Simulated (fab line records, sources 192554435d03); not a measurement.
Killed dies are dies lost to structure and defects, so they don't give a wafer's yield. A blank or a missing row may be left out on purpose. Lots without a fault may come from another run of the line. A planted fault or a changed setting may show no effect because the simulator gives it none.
fab line records | flow n5_finfet
record lots=10 wafers=30 last_day=17
route steps=1938 shown BEOL_M0_SAQP@650 BEOL_M0_CUTY@711 BEOL_M4@1111
lots that met no fault: from a run of the same line without faults
start_h: hours from the record's first day to the start of the lot's first wafer shown | wait_h: hours since the lot's step before | " the same as in the row above | L1.1+2: a row that stands for several wafers | - no value, or no start given | * or withheld: withheld | < > ~ a bound
route shown NAME@n: a module of which the file shows steps, and the number in the route of the first | usual: mean/standard deviation of fault-free wafers | same: alike in all rows | chamber/n: place in a boat | sites: the reading at each site | _std_site: their standard deviation | _edge_site: outer sites' mean less inner sites' | radius_mm: how far each site lies from the wafer's centre | mask NAME#n: copy n | behind: the tool/chamber that last shaped the wafer | hold: why the lot was held/for how many hours/how that ended | device: the transistor (n, p or np) that didn't switch | end of line: the same wafers' tests at the end of the route | a step without rows: its recipe alone | killed: dies lost to structure and defects at the first sort, not the wafer's yield | map: a wafer's dies, x killed, . not, _ none there
set.NAME: the setting as run; set.NAME@STEP: as run at that earlier step | model.NAME: the simulator's own value behind a step, which no gauge read
steps of the route over a sample of lots; a table a step, a row a wafer
services: from which hour (start_h, from the record's first day; less than 0 if before it) a tool's chamber was out of use, for how many hours, and why
## steps
# step N5_BEOL_M0_SAQP_OVL_MEAS_15
# recipe points_per_wafer=44
# usual M0_CORE_OVL=0.2/0.71
# columns lot.wafer tool chamber start_h wait_h M0_CORE_OVL[nm]
L391.2 overlay-02 0 110.55 0.0 0.0
L391.3 " 0 " " -0.3
L391.5 " 0 " " -0.5
L393.1 overlay-02 0 117.97 0.0 1.0
L393.2 " 0 " " 0.0
L393.5 " 0 " " 0.7
L394.1 overlay-02 0 127.12 0.0 -0.1
L394.2 " 0 " " 0.1
L394.3 " 0 " " 0.8
L395.2 overlay-02 0 129.93 0.0 -0.6
L395.3 " 0 " " -0.4
L395.6 " 0 " " -0.7
L400.1 overlay-01 0 158.34 0.0 0.8
L400.2 " 0 " " -0.1
L400.6 " 0 " " 0.0
L405.1 overlay-01 0 191.58 0.0 0.9
L405.4 " 0 " " -0.1
L405.5 " 0 " " 1.1
L407.3 overlay-01 0 201.98 0.0 0.8
L407.4 " 0 " " 1.5
L407.5 " 0 " " 0.7
L411.1 overlay-01 0 221.89 0.0 0.3
L411.2 " 0 " " 0.3
L411.4 " 0 " " 1.1
L412.1 overlay-02 0 231.54 0.0 0.7
L412.3 " 0 " " 0.5
L412.6 " 0 " " 0.5
L413.2 overlay-01 0 236.98 0.0 0.7
L413.5 " 0 " " 0.0
L413.6 " 0 " " 0.7
# step N5_BEOL_M0_SAQP_INSPECT_16
# recipe mode=adi inspect_instrument=brightfield
# usual raw_defect_count=423/120
# columns lot.wafer tool chamber start_h wait_h raw_defect_count
L391.2 defect_inspect-02 - 110.58 0.0 449
L391.3 " - " " 333
L391.5 " - " " 446
L393.1 defect_inspect-01 - 117.99 0.0 620
L393.2 " - " " 356
L393.5 " - " " 523
L394.1 defect_inspect-02 - 127.14 0.0 411
L394.2 " - " " 352
L394.3 " - " " 408
L395.2 defect_inspect-02 - 129.95 0.0 554
L395.3 " - " " 448
L395.6 " - " " 414
L400.1 defect_inspect-01 - 158.36 0.0 307
L400.2 " - " " 390
L400.6 " - " " 439
L405.1 defect_inspect-02 - 191.60 0.0 362
L405.4 " - " " 377
L405.5 " - " " 411
L407.3 defect_inspect-02 - 202.00 0.0 583
L407.4 " - " " 620
L407.5 " - " " 436
L411.1 defect_inspect-02 - 221.91 0.0 487
L411.2 " - " " 419
L411.4 " - " " 442
L412.1 defect_inspect-02 - 231.56 0.0 681
L412.3 " - " " 426
L412.6 " - " " 435
L413.2 defect_inspect-02 - 237.01 0.0 239
L413.5 " - " " 296
L413.6 " - " " 269
# step N5_BEOL_M0_SAQP_ALD_48
# recipe material=SiO2 target_thk_a=200 temp_c=100 ald_precursor_family=BDEAS ald_co_reactant=O2-plasma pulse_time_s=1 co_reactant_pulse_time_s=1 purge_time_s=2 co_reactant_purge_time_s=2 ald_cycles=139 pressure_torr=2
# usual ald_cycles=139/0 heater_power_w=78/12 precursor_pulse_height_rel=0.999/0.02 susceptor_temp_C=100.00/0.13
# columns lot.wafer tool chamber start_h wait_h ald_cycles heater_power_w precursor_pulse_height_rel susceptor_temp_C
L391.2 ald_sin-03 2 117.26 1.3 139 63 0.994 100.14
L391.3 " 0 " " 139 93 0.966 100.20
L391.5 " 1 " " 139 56 1.017 99.81
L393.1 ald_sin-02 1 122.87 0.0 139 76 0.975 99.88
L393.2 " 2 " " 139 79 1.002 100.11
L393.5 " 3 " " 139 79 1.012 100.07
L394.1 ald_sin-02 3 132.00 0.0 139 82 0.942 100.09
L394.2 " 1 " " 139 79 1.014 100.05
L394.3 " 0 " " 139 94 0.992 100.04
L395.2 ald_sin-03 1 136.25 0.0 139 54 0.941 100.08
L395.3 " 0 " " 139 96 1.012 100.27
L395.6 " 2 " " 139 63 1.039 99.93
L400.1 ald_sin-03 2 163.54 0.0 139 64 0.973 99.94
L400.2 " 3 " " 139 77 0.951 100.08
L400.6 " 1 " " 139 56 0.998 100.02
L405.1 ald_sin-02 3 196.05 0.0 154 81 1.042 100.01
L405.4 " 0 " " 139 95 0.994 100.04
L405.5 " 1 " " 154 77 1.005 100.04
L407.3 ald_sin-02 0 207.15 0.3 139 92 0.992 100.17
L407.4 " 3 " " 139 81 0.986 100.07
L407.5 " 3 " " 154 81 1.017 100.08
L411.1 ald_sin-01 2 226.21 0.0 139 71 1.014 99.94
L411.2 " 1 " " 139 82 0.970 99.99
L411.4 " 0 " " 139 74 1.029 100.10
L412.1 ald_sin-03 0 235.83 0.0 139 96 0.969 100.38
L412.3 " 3 " " 139 78 1.019 100.20
L412.6 " 2 " " 139 64 1.018 99.97
L413.2 ald_sin-03 2 241.78 0.0 139 62 0.995 99.93
L413.5 " 0 " " 139 96 0.979 100.13
L413.6 " 1 " " 139 56 1.040 100.00
# step N5_BEOL_M0_CUTY_DESCUM_61
# recipe chemistry=O2 time_s=7.9 source_power_w=50 bias_power_w=20 pressure_mtorr=20 rf_frequency_hz=2.712e+07 temp_c=40 resist=CAR-ArF-block o2_flow_sccm=225
# usual drypump_motor_current_A=5.65/0.28 oes_product_au=0.74/0.061 rf_vpp_V=243.2/1.4 showerhead_plenum_p_Torr=2.10/0.07 throttle_valve_pct=20.49/0.24
# columns lot.wafer tool chamber start_h wait_h drypump_motor_current_A oes_product_au rf_hours_counter_h rf_vpp_V showerhead_plenum_p_Torr throttle_valve_pct
L391.2 rie_diel-03 0 118.52 0.3 5.57 0.80 128 242.1 2.00 20.33
L391.3 " 2 " " 6.13 0.72 202 242.7 2.07 20.19
L391.5 " 0 " " 5.57 0.80 - 242.4 2.00 20.32
L393.1 rie_diel-02 3 123.98 0.0 5.56 0.74 188 243.8 2.08 20.86
L393.2 " 1 " " 5.86 0.73 193 243.5 2.17 20.63
L393.5 " 0 " " 5.59 0.70 - 242.6 2.09 20.40
L394.1 rie_diel-02 2 133.13 0.1 5.38 0.73 207 242.7 2.05 20.23
L394.2 " 1 " " 5.87 0.73 196 243.4 2.16 20.63
L394.3 " 0 " " 5.65 0.70 200 242.7 2.09 20.39
L395.2 rie_diel-02 1 137.36 0.0 5.87 0.73 198 245.0 2.16 20.62
L395.3 " 3 " " 5.57 0.74 193 242.9 2.08 20.85
L395.6 " 0 " " 5.58 0.70 - 242.3 2.09 20.40
L400.1 rie_diel-06 0 164.76 0.1 5.80 0.73 171 244.5 2.17 20.52
L400.2 " 1 " " 5.42 0.74 198 242.6 2.09 20.81
L400.6 " 2 " " 6.28 0.70 - 240.7 1.96 20.65
L405.1 rie_diel-06 3 197.31 0.3 5.23 0.74 176 241.5 2.00 20.22
L405.4 " 2 " " 6.26 0.99 2 245.2 2.23 20.12
L405.5 " 1 " " 5.47 0.73 - 244.4 2.08 20.85
L407.3 rie_diel-02 0 208.29 0.1 5.62 0.69 226 242.2 2.08 20.44
L407.4 " 1 " " 5.88 0.71 223 244.7 2.15 20.66
L407.5 " 2 " " 5.39 0.71 - 243.8 2.04 20.27
L411.1 rie_diel-03 2 227.19 0.0 6.12 0.69 241 240.9 2.06 20.28
L411.2 " 0 " " 5.55 0.77 167 242.2 1.99 20.38
L411.4 " 1 " " 5.31 0.69 - 245.0 2.15 20.46
L412.1 rie_diel-03 3 237.43 0.5 5.91 0.84 71 246.1 2.23 20.49
L412.3 " 1 " " 5.32 0.70 212 245.2 2.15 20.45
L412.6 " 1 " " 5.32 0.68 - 243.6 2.15 20.47
L413.2 rie_diel-02 1 242.97 0.0 5.91 0.70 231 243.1 2.15 20.69
L413.5 " 3 " " 5.57 0.72 - 241.4 2.06 20.91
L413.6 " 1 " " 5.88 0.70 - 244.5 2.15 20.69
# step N5_BEOL_M4_RC_MEAS_101
# usual DIBL_N=36.5/1.7 DIBL_P=36.3/2.1 IOFF_N=0.16/0.036 IOFF_P=0.21/0.037 ION_N=676/12 ION_P=462/7.6 SS_N=71.5/0.68 SS_P=73.3/0.63 VT_N=249/3.5 VT_P=-250/3.5
# columns lot.wafer tool chamber start_h wait_h DIBL_N[mV/V] DIBL_P[mV/V] IOFF_N[nA/um] IOFF_P[nA/um] ION_N[uA/um] ION_P[uA/um] SS_N[mV/dec] SS_P[mV/dec] VT_N[mV] VT_P[mV]
L391.2 prober-01 0 176.10 0.2 36.5 36.5 0.18 0.22 682 472 71.6 73.3 248 -248
L391.3 " 0 " " 37.3 37.2 0.20 0.23 687 463 72.3 73.7 247 -250
L391.5 " 0 " " 37.0 36.9 0.19 0.22 685 466 72.0 73.5 244 -248
L393.1 prober-02 0 178.95 0.0 36.3 36.9 0.16 0.18 681 452 71.1 73.4 250 -253
L393.2 " 0 " " 37.3 38.5 0.17 0.19 682 452 71.8 72.8 253 -255
L393.5 " 0 " " 36.6 38.4 0.17 0.18 675 453 71.8 74.1 250 -256
L394.1 prober-02 0 189.85 0.0 38.8 38.2 0.23 0.28 697 472 71.3 74.5 248 -245
L394.2 " 0 " " 37.0 35.9 0.18 0.24 688 469 71.5 73.4 247 -248
L394.3 " 0 " " 37.7 37.0 0.20 0.26 693 472 71.6 74.2 247 -246
L395.2 prober-01 0 193.78 0.2 36.3 33.9 0.14 0.18 665 453 71.0 72.9 254 -248
L395.3 " 0 " " 34.4 33.5 0.12 0.17 663 453 69.8 73.0 252 -250
L395.6 " 0 " " 34.7 33.9 0.13 0.18 664 450 70.3 72.3 253 -249
L400.1 prober-02 0 221.94 0.0 34.7 33.5 0.12 0.15 657 450 71.4 73.0 250 -257
L400.2 " 0 " " 36.8 34.8 0.16 0.16 676 452 71.7 72.9 249 -256
L400.6 " 0 " " 37.5 36.9 0.18 0.20 683 455 71.2 73.3 248 -254
L405.1 prober-02 0 251.60 0.0 38.1 39.7 0.23 0.26 695 469 73.0 73.4 244 -248
L405.4 " 0 " " 35.3 36.3 0.17 0.21 685 467 71.8 73.4 250 -250
L405.5 " 0 " " 36.1 37.3 0.19 0.22 688 466 71.5 73.4 248 -252
L407.3 prober-01 0 259.90 0.3 36.5 37.1 0.16 0.22 674 461 71.1 73.9 252 -251
L407.4 " 0 " " 33.6 34.0 0.13 0.18 667 460 70.8 73.0 252 -254
L407.5 " 0 " " 35.1 36.0 0.14 0.21 667 461 71.1 73.9 253 -249
L411.1 prober-02 0 289.05 0.0 37.4 38.3 0.16 0.22 676 461 71.4 74.0 251 -249
L411.2 " 0 " " 36.9 37.2 0.16 0.21 682 461 70.6 73.2 250 -251
L411.4 " 0 " " 37.0 37.3 0.16 0.21 667 463 71.3 72.6 250 -248
L412.1 prober-01 0 293.40 0.0 35.0 34.1 0.12 0.17 665 457 71.3 72.2 252 -251
L412.3 " 0 " " 35.4 34.3 0.12 0.17 669 455 71.1 72.6 252 -255
L412.6 " 0 " " 38.7 38.4 0.18 0.23 678 464 72.1 74.3 247 -248
L413.2 prober-02 0 310.87 0.2 38.3 38.7 0.19 0.25 673 469 72.7 73.5 246 -248
L413.5 " 0 " " 36.6 36.7 0.14 0.23 654 459 71.7 73.3 253 -248
L413.6 " 0 " " 35.1 35.0 0.14 0.20 668 462 71.7 73.1 250 -249
## services
# columns tool chamber start_h hours kind
ald_sin-02 - 95.70 6.0 pm
ald_sin-01 0 99.84 - clean
ald_sin-01 1 99.84 - clean
ald_sin-01 2 99.84 - clean
ald_sin-01 3 99.84 - clean
ald_sin-03 - 111.26 6.0 pm
rie_diel-06 3 119.33 22.6 repair
ald_sin-02 3 123.38 3.3 repair
ald_sin-02 - 140.54 0.7 repair
rie_diel-02 1 146.47 3.9 repair
rie_diel-06 2 165.55 - clean
rie_diel-06 2 165.55 - consumable_replace:focus_ring
rie_diel-06 2 165.55 - consumable_replace:showerhead
rie_diel-06 2 165.55 25.6 scheduled_down
rie_diel-06 2 165.55 25.6 vent_cycle
rie_diel-02 3 185.18 6.4 repair
ald_sin-02 - 212.74 1.2 repair
rie_diel-03 3 225.89 3.9 repair
ald_sin-01 - 240.48 14.6 pm
rie_diel-02 2 241.87 - clean
rie_diel-02 2 241.87 - consumable_replace:focus_ring
rie_diel-02 2 241.87 24.2 scheduled_down
rie_diel-02 2 241.87 24.2 vent_cycle
ald_sin-03 1 242.68 37.2 repair
## key
first_sign step=N5_BEOL_M0_SAQP_ALD_48 reading=ald_cycles direction=up sigmas=99+ usual=* struck=*
effect none on later readings
met_at N5_BEOL_M0_SAQP_ALD_48
struck_lots L405,L407
struck_wafers L405.1,L405.5,L407.5
not_acting_at N5_BEOL_M0_SAQP_OVL_MEAS_15,N5_BEOL_M0_SAQP_INSPECT_16,N5_BEOL_M0_CUTY_DESCUM_61
onset_between 132.00 196.05
fault kind=process_parameter_drift tool=ald_sin-02 chamber=- onset_h=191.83 steps=N5_BEOL_M0_SAQP_ALD_48 channel=ald_cycles offset=* shape=step end_h=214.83 scope=struck_wafers_only acts_in=* stated=*
